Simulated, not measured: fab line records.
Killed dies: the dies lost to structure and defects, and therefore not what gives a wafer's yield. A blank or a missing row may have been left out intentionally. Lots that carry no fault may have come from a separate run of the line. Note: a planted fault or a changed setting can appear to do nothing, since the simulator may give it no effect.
fab line records	flow n5_finfet
record: lots: 10	wafers: 26	last_day: 19
route steps=1938 shown SD_EPI_P@306 ILD0@344 SDB@358 BEOL_M4@1111 PASSIVATION@1936
lots that met no fault: from a run of the same line without faults
start_h: start of the lot's first displayed wafer, in hours after the record's first day	wait_h: how many hours have passed since the lot's step before this one	" repeats the value in the row above	L1.1+2: a single row standing in for several wafers	- either no value or no given start	* or withheld: withheld	< > ~ a bound
route shown NAME@n: names a module that has steps shown in the file, with the first one's number in the route	usual: mean and standard deviation over wafers with no fault	same: alike in all rows	chamber/n: place in a boat	sites: each site's reading	_std_site: standard deviation of those values	_edge_site: the outer-site mean with the inner-site mean subtracted	radius_mm: for every site, how far away it sits from the centre of the wafer	mask NAME#n: copy n	behind: the most recent tool/chamber to have shaped the wafer	hold: cause of the lot's hold/its duration in hours/its outcome	device: which transistor (n, p or np) failed to switch	end of line: tests of these same wafers at the route's end	step lacking rows: just its recipe	killed: dies lost to structure and defects at the first sort, not the wafer's yield	map: dies across one wafer; x = killed, . = not, _ = none there
set.NAME: the setting the step ran with; set.NAME@STEP: the setting that earlier step ran with	model.NAME: the simulator's own value behind a step, which no gauge read
route steps across a sampled set of lots; one table per step, one row per wafer
services: from which hour (start_h, from the record's first day; less than 0 if before it) a tool's chamber was out of use, for how many hours, and why
== steps ==
step: N5_SD_EPI_P_DESCUM_14
recipe: chemistry: O2	time_s: 7.9	source_power_w: 50	bias_power_w: 20	pressure_mtorr: 20	rf_frequency_hz: 2.712e+07	temp_c: 40	resist: CAR-ArF-block	o2_flow_sccm: 225
usual: drypump_motor_current_A: 5.76/0.28	oes_product_au: 0.78/0.07	rf_vpp_V: 243.4/1.5	showerhead_plenum_p_Torr: 2.09/0.064	throttle_valve_pct: 20.4/0.32
lot.wafer	tool	chamber	start_h	wait_h	drypump_motor_current_A	oes_product_au	rf_hours_counter_h	rf_vpp_V	showerhead_plenum_p_Torr	throttle_valve_pct
L117.2	rie_diel-06	2	52.48	0.0	5.99	0.79	89	241.3	2.05	20.6
L117.3	"	0	"	"	5.88	0.78	111	244.5	2.17	20.3
L117.5	"	3	"	"	5.41	0.90	-	245.9	2.20	20.1
L120.1	rie_diel-01	1	80.95	0.1	6.09	0.89	37	244.7	2.11	20.2
L120.5	"	3	"	"	5.86	0.69	-	244.5	2.12	20.1
L121.3	rie_diel-01	3	84.43	0.0	5.85	0.68	237	243.6	2.12	20.1
L121.6	"	3	"	"	5.86	0.68	-	244.7	2.12	20.1
L122.1	rie_diel-06	2	89.39	0.0	6.02	0.79	99	244.3	2.05	20.6
L122.2	"	3	"	"	5.42	0.89	21	244.2	2.19	20.2
L122.3	"	0	"	"	5.92	0.77	122	245.8	2.16	20.3
L123.1	rie_diel-01	1	92.19	0.0	6.13	0.88	40	243.9	2.11	20.2
L123.3	"	3	"	"	5.86	0.68	239	242.9	2.12	20.1
L123.4	"	2	"	"	5.66	0.72	183	244.9	2.16	20.6
L136.1	rie_diel-05	3	170.68	0.0	5.76	0.84	81	244.0	2.02	19.9
L136.3	"	2	"	"	5.64	0.70	231	242.0	2.09	21.0
L137.1	rie_diel-05	1	174.82	0.0	5.18	0.71	171	240.7	2.00	20.8
L137.2	"	0	"	"	5.78	0.74	183	243.2	2.08	20.5
L137.5	"	2	"	"	5.62	0.69	-	242.5	2.09	21.0
L138.1	rie_diel-06	2	180.34	0.0	5.96	0.77	123	242.2	2.04	20.7
L138.5	"	1	"	"	6.28	0.73	-	242.0	1.97	20.1
L138.6	"	3	"	"	5.43	0.84	-	245.3	2.18	20.2
L139.3	rie_diel-01	2	189.26	0.0	5.67	0.70	207	244.3	2.15	20.6
L139.5	"	3	"	"	5.86	0.93	-	243.6	2.11	19.8
L139.6	"	2	"	"	5.67	0.70	-	245.4	2.15	20.6
L140.1	rie_diel-05	0	194.81	0.0	5.73	0.73	190	243.6	2.08	20.5
L140.4	"	2	"	"	5.64	0.70	233	243.6	2.09	21.0
step: N5_SD_EPI_P_ETCH_16
recipe: chemistry: CHF3/O2	target: SiO2	target_depth_a: 50	mask_material: SOC	pressure_mtorr: 30	source_w: 650	bias_w: 170	Ar_flow_sccm: 200	CHF3_flow_sccm: 50	O2_flow_sccm: 5	ion_energy_ev: 200
usual: drypump_motor_current_A: 5.77/0.29	oes_o_777_au: 0.78/0.059	oes_product_au: 0.78/0.07	rf_vpp_V: 519/11	showerhead_plenum_p_Torr: 2.42/0.091	throttle_valve_pct: 18.90/0.23
lot.wafer	tool	chamber	start_h	wait_h	drypump_motor_current_A	oes_o_777_au	oes_product_au	rf_hours_counter_h	rf_vpp_V	showerhead_plenum_p_Torr	throttle_valve_pct
L117.2	rie_diel-06	2	53.10	0.1	6.02	0.80	0.78	89	504	2.32	18.83
L117.3	"	0	"	"	5.89	0.77	0.78	112	533	2.54	18.96
L117.5	"	3	"	"	5.42	0.85	0.91	-	528	2.57	18.92
L120.1	rie_diel-01	1	81.57	0.1	6.13	0.83	0.88	38	538	2.47	18.93
L120.5	"	3	"	"	5.88	0.71	0.71	-	505	2.48	18.86
L121.3	rie_diel-01	3	85.05	0.1	5.88	0.70	0.71	237	506	2.48	18.86
L121.6	"	3	"	"	5.86	0.71	0.70	-	504	2.48	18.86
L122.1	rie_diel-06	2	90.01	0.1	6.01	0.79	0.78	99	507	2.32	18.84
L122.2	"	3	"	"	5.42	0.82	0.89	22	529	2.57	18.96
L122.3	"	0	"	"	5.89	0.76	0.78	122	533	2.53	18.97
L123.1	rie_diel-01	1	92.80	0.1	6.13	0.83	0.88	40	536	2.47	18.94
L123.3	"	3	"	"	5.85	0.71	0.70	239	505	2.48	18.86
L123.4	"	2	"	"	5.66	0.73	0.73	184	517	2.50	19.14
L136.1	rie_diel-05	3	171.29	0.1	5.76	0.85	0.84	81	526	2.34	18.52
L136.3	"	2	"	"	5.65	0.72	0.68	231	510	2.37	19.25
L137.1	rie_diel-05	1	175.44	0.1	5.16	0.74	0.72	171	528	2.29	19.13
L137.2	"	0	"	"	5.78	0.72	0.74	183	515	2.39	18.99
L137.5	"	2	"	"	5.66	0.72	0.68	-	509	2.37	19.26
L138.1	rie_diel-06	2	180.95	0.1	6.02	0.76	0.74	123	505	2.31	18.90
L138.5	"	1	"	"	6.24	0.74	0.75	-	503	2.29	18.67
L138.6	"	3	"	"	5.42	0.78	0.84	-	528	2.56	18.99
L139.3	rie_diel-01	2	189.88	0.1	5.66	0.71	0.70	208	518	2.49	19.20
L139.5	"	3	"	"	5.85	0.96	0.96	-	505	2.47	18.53
L139.6	"	2	"	"	5.67	0.71	0.71	-	518	2.49	19.17
L140.1	rie_diel-05	0	195.42	0.1	5.78	0.71	0.72	190	515	2.39	19.03
L140.4	"	2	"	"	5.68	0.73	0.68	234	509	2.37	19.25
step: N5_ILD0_CMP_12
recipe: stop_on: poly-Si	material: SiNx	t_overpolish_s: 6	post_cmp_clean: alkaline_brush	down_force_psi: 2.5	platen_rpm: 51.8	pad_velocity_m_s: 1.0307	target_thk_nm: 17.67
usual: motor_current_A: 9.3/0.84	overpolish_run_s: 5.999/0.0088	retaining_ring_pressure_frac: 1.000/0.0057	time_to_endpoint_s: 29.9/2.9
lot.wafer	tool	chamber	start_h	wait_h	motor_current_A	overpolish_run_s	retaining_ring_pressure_frac	time_to_endpoint_s
L117.3	cmp-03	1	62.90	1.1	9.7	6.008	0.989	28.5
L117.2	"	3	"	"	8.8	6.013	1.006	31.5
L117.5	"	2	"	"	8.1	5.991	0.997	28.2
L120.1	cmp-03	1	92.42	1.1	9.8	5.980	1.002	33.2
L120.5	"	2	"	"	8.1	5.997	0.996	33.1
L121.3	cmp-03	1	95.46	1.2	9.9	5.989	0.990	32.1
L121.6	"	3	"	"	8.7	5.998	1.006	34.4
L122.1	cmp-03	3	101.30	1.1	8.4	5.994	1.007	35.0
L122.2	"	0	"	"	9.7	5.997	0.999	31.9
L122.3	"	2	"	"	8.0	6.000	1.003	63.5
L123.1	cmp-01	3	103.92	1.1	9.4	5.992	1.006	24.8
L123.3	"	0	"	"	8.9	5.991	0.996	30.7
L123.4	"	1	"	"	10.8	5.998	0.996	31.7
L136.1	cmp-01	0	181.40	1.1	8.6	5.992	0.996	33.1
L136.3	"	1	"	"	11.7	5.987	1.000	33.8
L137.1	cmp-01	2	186.65	1.2	9.8	5.992	1.010	28.3
L137.2	"	0	"	"	8.7	6.007	1.009	33.8
L137.5	"	1	"	"	11.5	5.995	1.002	31.0
L138.1	cmp-03	1	192.65	1.1	9.6	6.016	1.002	29.2
L138.6	"	1	"	"	9.8	6.003	0.990	31.3
L138.5	"	2	"	"	7.9	5.989	0.996	32.8
L139.3	cmp-03	3	200.87	1.2	8.2	5.988	1.000	29.1
L139.6	"	2	"	"	8.0	5.996	1.010	27.3
L139.5	"	3	"	"	8.4	5.994	1.002	28.1
L140.4	cmp-01	2	205.30	1.1	9.6	6.004	0.992	23.7
L140.1	"	1	"	"	10.6	5.989	1.006	26.5
step: N5_SDB_INSPECT_13
recipe: mode: adi	inspect_instrument: brightfield
usual: raw_defect_count: 79/28
lot.wafer	tool	chamber	start_h	wait_h	raw_defect_count
L117.2	defect_inspect-02	-	63.79	0.0	83
L117.3	"	-	"	"	80
L117.5	"	-	"	"	152
L120.1	defect_inspect-02	-	93.28	0.0	68
L120.5	"	-	"	"	93
L121.3	defect_inspect-01	-	96.25	0.0	94
L121.6	"	-	"	"	104
L122.1	defect_inspect-01	-	102.04	0.0	56
L122.2	"	-	"	"	54
L122.3	"	-	"	"	53
L123.1	defect_inspect-02	-	104.78	0.0	60
L123.3	"	-	"	"	97
L123.4	"	-	"	"	59
L136.1	defect_inspect-02	-	182.26	0.0	95
L136.3	"	-	"	"	72
L137.1	defect_inspect-02	-	187.35	0.0	84
L137.2	"	-	"	"	62
L137.5	"	-	"	"	106
L138.1	defect_inspect-02	-	193.39	0.0	54
L138.5	"	-	"	"	54
L138.6	"	-	"	"	57
L139.3	defect_inspect-02	-	201.57	0.0	70
L139.5	"	-	"	"	80
L139.6	"	-	"	"	65
L140.1	defect_inspect-01	-	206.07	0.0	60
L140.4	"	-	"	"	103
step: N5_BEOL_M4_RC_MEAS_101
usual: DIBL_N: 36.4/2.2	DIBL_P: 36.3/2.5	IOFF_N: 0.17/0.052	IOFF_P: 0.23/0.049	ION_N: 674/17	ION_P: 464/11	SS_N: 71.7/0.98	SS_P: 73.3/0.84	VT_N: 250/4	VT_P: -249/3.8
lot.wafer	tool	chamber	start_h	wait_h	DIBL_N[mV/V]	DIBL_P[mV/V]	IOFF_N[nA/um]	IOFF_P[nA/um]	ION_N[uA/um]	ION_P[uA/um]	SS_N[mV/dec]	SS_P[mV/dec]	VT_N[mV]	VT_P[mV]
L117.2	prober-02	0	175.89	0.2	36.9	38.2	0.18	0.25	708	483	71.2	73.4	246	-246
L117.3	"	0	"	"	40.0	41.8	0.23	0.32	704	487	72.4	75.1	245	-243
L117.5	"	0	"	"	38.3	40.1	0.19	0.30	682	472	72.0	75.2	246	-245
L120.1	prober-02	0	228.12	0.0	37.2	36.4	0.19	0.25	657	448	73.0	74.4	248	-247
L120.5	"	0	"	"	38.7	39.8	0.22	0.33	654	455	72.3	75.3	247	-245
L121.3	prober-01	0	233.47	0.3	35.7	36.6	0.16	0.28	683	483	71.7	73.1	250	-239
L121.6	"	0	"	"	39.7	41.8	0.26	0.42	714	495	71.7	74.6	241	-238
L123.1	prober-02	0	248.98	0.0	38.3	38.9	0.21	0.25	697	472	72.0	73.7	247	-249
L123.3	"	0	"	"	39.6	38.2	0.22	0.24	675	456	72.2	74.4	248	-250
L123.4	"	0	"	"	35.8	33.9	0.17	0.17	673	454	72.2	72.9	248	-252
L122.1	prober-01	0	256.79	0.0	34.1	32.0	0.11	0.18	652	460	71.0	72.5	257	-249
L122.2	"	0	"	"	35.5	34.3	0.14	0.22	664	463	70.7	73.3	252	-246
L122.3	"	0	"	"	36.1	34.7	0.15	0.22	656	461	71.5	73.7	251	-247
L136.1	prober-02	0	317.45	0.0	36.8	36.9	0.18	0.24	689	468	71.7	72.9	245	-248
L136.3	"	0	"	"	38.1	38.4	0.19	0.25	679	463	72.0	73.9	246	-245
L137.1	prober-01	0	326.37	0.0	33.2	33.6	0.11	0.17	667	459	70.6	71.8	252	-249
L137.2	"	0	"	"	37.1	37.4	0.18	0.23	695	472	72.1	72.9	244	-244
L137.5	"	0	"	"	35.7	35.1	0.15	0.18	659	451	70.6	72.5	251	-252
L138.1	prober-02	0	331.96	0.0	35.2	34.1	0.15	0.20	683	464	71.3	72.3	249	-251
L138.5	"	0	"	"	35.0	34.6	0.14	0.20	675	466	71.2	72.1	251	-250
L138.6	"	0	"	"	36.6	36.3	0.17	0.23	689	470	72.5	73.7	249	-249
L139.3	prober-01	0	348.84	0.3	35.3	35.1	0.15	0.21	679	470	71.6	73.5	252	-248
L139.5	"	0	"	"	37.2	37.3	0.19	0.24	687	470	71.8	73.9	247	-249
L139.6	"	0	"	"	32.0	30.7	0.11	0.16	676	470	69.8	72.2	255	-253
L140.1	prober-01	0	349.46	0.7	33.5	34.5	0.12	0.19	652	459	71.2	72.9	255	-249
L140.4	"	0	"	"	34.1	34.9	0.14	0.20	674	470	70.4	71.8	248	-249
step: N5_PASSIVATION_PROBE_49
usual: defect_limited_yield: 91.2/1.4	killed_at_M0_to_M3: 34/9.3	killed_at_M4_up: 14/5.9	killed_at_contacts: 14/5.7	killed_at_front_end: 38/10	killed_at_other: 4/3.2	killed_dies: 104/17	killed_on_rim: 14/4	killed_open: 67/13	killed_short: 33/6.9	sort_bin_5_function: 5.2/1	sort_bin_6_memory: 3.3/0.61	sort_bin_8_speed: 0.3/1.8	sort_n_pass: 1069/52	sort_yield_pct: 91/4.4
same: gross_dies: 1180	killed_at_back_side: 0	sort_bin_4_leakage[%]: 0
lot.wafer	tool	chamber	start_h	wait_h	defect_limited_yield[%]	killed_at_M0_to_M3	killed_at_M4_up	killed_at_contacts	killed_at_front_end	killed_at_other	killed_dies	killed_on_rim	killed_open	killed_short	sort_bin_5_function[%]	sort_bin_6_memory[%]	sort_bin_8_speed[%]	sort_n_pass	sort_yield_pct[%]
L121.3	prober-01	-	332.25	0.1	92.5	27	14	15	31	2	89	12	55	32	4.4	2.9	0	1091	92
L121.6	prober-01	-	332.40	0.3	94.2	22	4	11	30	2	69	7	48	19	3.0	2.5	0	1107	94
L120.1	prober-01	-	335.93	0.0	91.1	22	25	13	40	5	105	14	66	34	5.7	2.7	0.1	1074	91
L120.5	prober-01	-	336.13	0.2	90.4	58	12	17	24	2	113	22	73	36	6.0	3.3	0	1067	90
L123.1	prober-02	-	354.79	0.0	92.5	20	10	13	44	1	88	17	59	26	4.1	2.8	0	1092	93
L123.3	prober-02	-	354.89	0.1	89.4	38	18	15	51	3	125	21	74	45	5.9	4.2	0	1055	89
L123.4	prober-02	-	354.94	0.2	91.6	35	9	13	35	7	99	14	64	28	5.0	3.2	0	1081	92
L122.1	prober-01	-	363.21	0.0	90.3	44	12	17	39	3	115	11	81	33	5.2	4.2	0	1065	90
L122.2	prober-01	-	363.26	0.1	90.0	31	11	26	50	0	118	15	73	39	5.7	3.9	0	1062	90
L122.3	prober-01	-	363.31	0.1	88.6	31	23	49	30	2	135	19	79	28	7.3	3.9	0	1045	89
L136.1	prober-02	-	417.78	0.0	90.8	39	8	16	42	4	109	13	67	38	5.7	3.4	0	1071	91
L136.3	prober-02	-	417.88	0.1	91.0	30	14	10	50	2	106	12	63	38	5.3	3.3	0	1074	91
L138.1	prober-02	-	438.40	0.0	91.3	33	15	21	33	1	103	16	66	33	5.3	3.1	0	1077	91
L138.5	prober-02	-	438.60	0.2	93.0	28	8	12	32	3	83	12	59	19	3.9	2.8	0	1097	93
L138.6	prober-02	-	438.65	0.3	92.9	26	4	7	45	2	84	9	46	34	4.2	2.6	0	1096	93
L140.1	prober-01	-	461.54	0.7	89.5	45	15	9	47	8	124	25	65	44	6.3	3.6	0	1056	89
L140.4	prober-01	-	461.69	0.8	91.2	33	13	7	41	10	104	15	63	35	5.8	2.9	0	1076	91
killed by level:class
L121.3 MOL_CONTACT_COAG:geometric_particle:open=11 BEOL_M4:geometric_particle:open=7 FIN_SAQP:geometric_particle:short=6 DUMMY_GATE:geometric_particle:open=5 BEOL_M3:geometric_particle:open=5 BEOL_M0_SAQP:geometric_particle:open=5 GATE_CUT:geometric_particle:short=4 BEOL_M0_SAQP:geometric_particle:short=4
L121.6 MOL_CONTACT_COAG:geometric_particle:open=11 BEOL_M3:geometric_particle:open=8 GATE_CUT:geometric_particle:short=6 ILD0:geometric_particle:open=4 BEOL_M0_SAQP:geometric_particle:short=4 BEOL_M0_SAQP:geometric_particle:open=4 STARTING-WAFER:geometric_particle:open=4 STI_FIN_REVEAL:geometric_particle:open=3
L120.1 BEOL_M4:geometric_particle:open=12 STI_FIN_REVEAL:geometric_particle:open=11 MOL_CONTACT_COAG:geometric_particle:open=8 FIN_SAQP:geometric_particle:open=6 BEOL_M0_SAQP:geometric_particle:open=5 BEOL_M1:geometric_particle:open=5 BEOL_M3:geometric_particle:open=5 STI_FIN_REVEAL:geometric_particle:short=4
L120.5 BEOL_M3:geometric_particle:open=17 MOL_CONTACT_COAG:geometric_particle:open=15 BEOL_M0_SAQP:geometric_particle:open=10 BEOL_M0_SAQP:geometric_particle:short=7 BEOL_M1:geometric_particle:open=6 BEOL_M2:geometric_particle:short=6 DUMMY_GATE:geometric_particle:open=5 BEOL_M4:geometric_particle:open=5
L123.1 FIN_SAQP:geometric_particle:short=12 FIN_SAQP:geometric_particle:open=8 STI_FIN_REVEAL:geometric_particle:open=8 MOL_CONTACT_COAG:geometric_particle:open=7 DUMMY_GATE:geometric_particle:open=6 MOL_CONTACT_COAG:geometric_particle:short=6 BEOL_M1:geometric_particle:open=5 BEOL_M4:geometric_particle:open=5
L123.3 FIN_SAQP:geometric_particle:short=19 FIN_SAQP:geometric_particle:open=12 MOL_CONTACT_COAG:geometric_particle:open=12 BEOL_M1:geometric_particle:open=11 STI_FIN_REVEAL:geometric_particle:open=8 BEOL_M0_SAQP:geometric_particle:short=6 DUMMY_GATE:geometric_particle:open=5 BEOL_M2:geometric_particle:open=4
L123.4 MOL_CONTACT_COAG:geometric_particle:open=12 STI_FIN_REVEAL:geometric_particle:open=9 FIN_SAQP:geometric_particle:open=7 BEOL_M1:geometric_particle:open=7 FIN_SAQP:geometric_particle:short=6 BEOL_M3:geometric_particle:short=5 BEOL_M3:geometric_particle:open=4 BEOL_M0_SAQP:geometric_particle:open=3
L122.1 MOL_CONTACT_COAG:geometric_particle:open=14 BEOL_M2:geometric_particle:open=11 BEOL_M3:geometric_particle:open=10 FIN_SAQP:geometric_particle:short=7 STI_FIN_REVEAL:geometric_particle:open=7 BEOL_M0_SAQP:geometric_particle:open=7 FIN_SAQP:geometric_particle:open=5 GATE_CUT:geometric_particle:short=5
L122.2 MOL_CONTACT_COAG:geometric_particle:open=23 FIN_SAQP:geometric_particle:open=15 FIN_SAQP:geometric_particle:short=13 BEOL_M2:geometric_particle:open=7 STI_FIN_REVEAL:geometric_particle:open=5 BEOL_M0_SAQP:geometric_particle:short=5 BEOL_M0_SAQP:geometric_particle:open=4 BEOL_M3:geometric_particle:short=4
L122.3 MOL_CONTACT_COAG:area_etch=25 MOL_CONTACT_COAG:geometric_particle:open=20 BEOL_M4:geometric_particle:open=13 FIN_SAQP:geometric_particle:open=8 FIN_SAQP:geometric_particle:short=6 BEOL_M0_SAQP:geometric_particle:short=6 BEOL_M0:geometric_particle:open=6 BEOL_M2:geometric_particle:open=6
L136.1 DUMMY_GATE:geometric_particle:open=12 MOL_CONTACT_COAG:geometric_particle:open=12 BEOL_M0_SAQP:geometric_particle:short=9 BEOL_M1:geometric_particle:open=8 FIN_SAQP:geometric_particle:open=7 BEOL_M0_SAQP:geometric_particle:open=5 GATE_CUT:geometric_particle:short=5 BEOL_M3:geometric_particle:open=5
L136.3 FIN_SAQP:geometric_particle:open=15 FIN_SAQP:geometric_particle:short=11 BEOL_M0_SAQP:geometric_particle:open=10 MOL_CONTACT_COAG:geometric_particle:open=8 BEOL_M2:geometric_particle:open=7 GATE_CUT:geometric_particle:short=6 BEOL_M0_SAQP:geometric_particle:short=6 STI_FIN_REVEAL:geometric_particle:open=5
L138.1 MOL_CONTACT_COAG:geometric_particle:open=16 STI_FIN_REVEAL:geometric_particle:open=10 BEOL_M2:geometric_particle:open=10 BEOL_M4:geometric_particle:open=6 BEOL_M0_SAQP:geometric_particle:short=5 BEOL_M1:geometric_particle:open=5 BEOL_M2:geometric_particle:short=5 DUMMY_GATE:geometric_particle:open=4
L138.5 MOL_CONTACT_COAG:geometric_particle:open=12 STI_FIN_REVEAL:geometric_particle:open=9 BEOL_M3:geometric_particle:open=7 DUMMY_GATE:geometric_particle:open=6 BEOL_M0_SAQP:geometric_particle:short=6 BEOL_M0_SAQP:geometric_particle:open=5 BEOL_M2:geometric_particle:open=4 GATE_CUT:geometric_particle:short=3
L138.6 STI_FIN_REVEAL:geometric_particle:open=12 BEOL_M0_SAQP:geometric_particle:short=9 STI_FIN_REVEAL:geometric_particle:short=7 BEOL_M3:geometric_particle:open=6 GATE_CUT:geometric_particle:short=5 MOL_CONTACT_COAG:geometric_particle:open=5 BEOL_M0_SAQP:geometric_particle:open=5 DUMMY_GATE:geometric_particle:open=4
L140.1 BEOL_M3:geometric_particle:open=13 FIN_SAQP:geometric_particle:short=11 BEOL_M0_SAQP:geometric_particle:short=8 FIN_CUT:area_etch=8 BEOL_M1:geometric_particle:open=7 MOL_CONTACT_COAG:geometric_particle:open=6 BEOL_M4:geometric_particle:open=6 ILD0:geometric_particle:short=5
L140.4 FIN_SAQP:geometric_particle:short=12 FIN_SAQP:geometric_particle:open=11 BEOL_M2:geometric_particle:open=8 BEOL_M3:geometric_particle:open=6 BEOL_M0_SAQP:geometric_particle:short=4 MOL_CONTACT_COAG:geometric_particle:open=4 BEOL_M1:geometric_particle:open=4 STARTING-WAFER:geometric_particle:short=4
== services ==
tool	chamber	start_h	hours	kind
cmp-01	-	30.49	1.0	repair
rie_diel-05	-	36.84	3.3	repair
rie_diel-01	0	41.96	13.1	repair
rie_diel-05	1	47.74	9.5	repair
rie_diel-06	-	55.42	2.8	pm
rie_diel-05	3	59.32	3.6	repair
rie_diel-05	2	86.52	6.5	repair
cmp-03	-	106.47	6.9	pm
rie_diel-06	-	132.24	0.2	repair
rie_diel-01	2	137.63	13.2	repair
rie_diel-06	-	142.13	0.4	repair
rie_diel-01	3	145.39	3.7	repair
rie_diel-01	3	150.88	-	clean
rie_diel-01	3	150.88	-	consumable_replace:focus_ring
rie_diel-01	3	150.88	19.4	scheduled_down
rie_diel-01	3	150.88	19.4	vent_cycle
rie_diel-05	3	162.96	6.1	repair
cmp-03	-	173.83	1.4	repair
rie_diel-05	2	176.92	13.9	repair
rie_diel-06	0	177.68	4.9	repair
cmp-03	-	181.81	7.0	pm
rie_diel-06	-	185.73	0.7	repair
rie_diel-01	3	191.61	6.5	repair
== key ==
first_sign: step: N5_ILD0_CMP_12	reading: time_to_endpoint_s	direction: up	sigmas: 12	usual: *	struck: *
effect none on later readings
met_at N5_ILD0_CMP_12
struck_lots L122
struck_wafers L122.3
baseline_loss: step: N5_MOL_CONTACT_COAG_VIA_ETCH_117	wafers: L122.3
not_acting_at N5_SD_EPI_P_DESCUM_14,N5_SD_EPI_P_ETCH_16,N5_SDB_INSPECT_13
onset_between 95.46 101.30
fault: kind: process_parameter_drift	tool: cmp-03	chamber: -	onset_h: 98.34	steps: N5_ILD0_CMP_12	channel: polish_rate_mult	offset: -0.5	shape: step	end_h: 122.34	scope: struck_wafers_only
baseline_loss: these wafers lose ten dies or more at that step, a loss of the line's own and not of a fault; the sort's usual values leave them out
